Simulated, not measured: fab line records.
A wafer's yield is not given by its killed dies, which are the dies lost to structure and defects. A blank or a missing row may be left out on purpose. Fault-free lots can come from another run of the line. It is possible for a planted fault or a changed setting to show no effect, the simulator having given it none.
Matching of chambers    flow nand_harc    NHARC_A_STAIRCASE_DESCUM_270 on rie_diel-02: 4 sister chambers
The step chemistry O2, time 3 s. 4 wafers are shown with their chamber, then 8 later ones without.

## EACH WAFER AND ITS CHAMBER
wafer   chamber  drypump_motor_current_A (A)
L080.6  0        6.3
L085.2  3        5.7
L085.3  2        5.6
L090.1  1        5.2

## WAFERS WITH NO CHAMBER GIVEN
wafer   drypump_motor_current_A (A)
L090.5  5.1
L090.6  5.6
L092.4  5.6
L092.5  5.7
L092.6  6.2
L096.2  6.2
L096.4  5.7
L096.5  5.1

## THE CHAMBER EACH PASSED THROUGH
wafer   from the rows above      in truth
L090.5  1                        1
L090.6  can't be placed: 2 or 3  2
L092.4  can't be placed: 2 or 3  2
L092.5  can't be placed: 3 or 2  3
L092.6  0                        0
L096.2  0                        0
L096.4  can't be placed: 3 or 2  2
L096.5  1                        1
Correct placement for 4 of the 8. Can't be placed from these rows: 4 (the true chamber is among the candidates in 4). Wrongly placed: 0.
How it was worked out, from the rows above alone: a wafer's distance from a chamber is the root of the sum, over the readings, of the square of ((its reading less the chamber's mean) divided by the reading's scatter). If the next closest chamber is less than 2 further off than the closest, the wafer can't be placed; otherwise it belongs to the closest. A chamber's mean is the mean of its shown wafers. The scatter: root of mean squared gap, hidden wafer to nearest shown wafer, with one shown wafer a chamber.
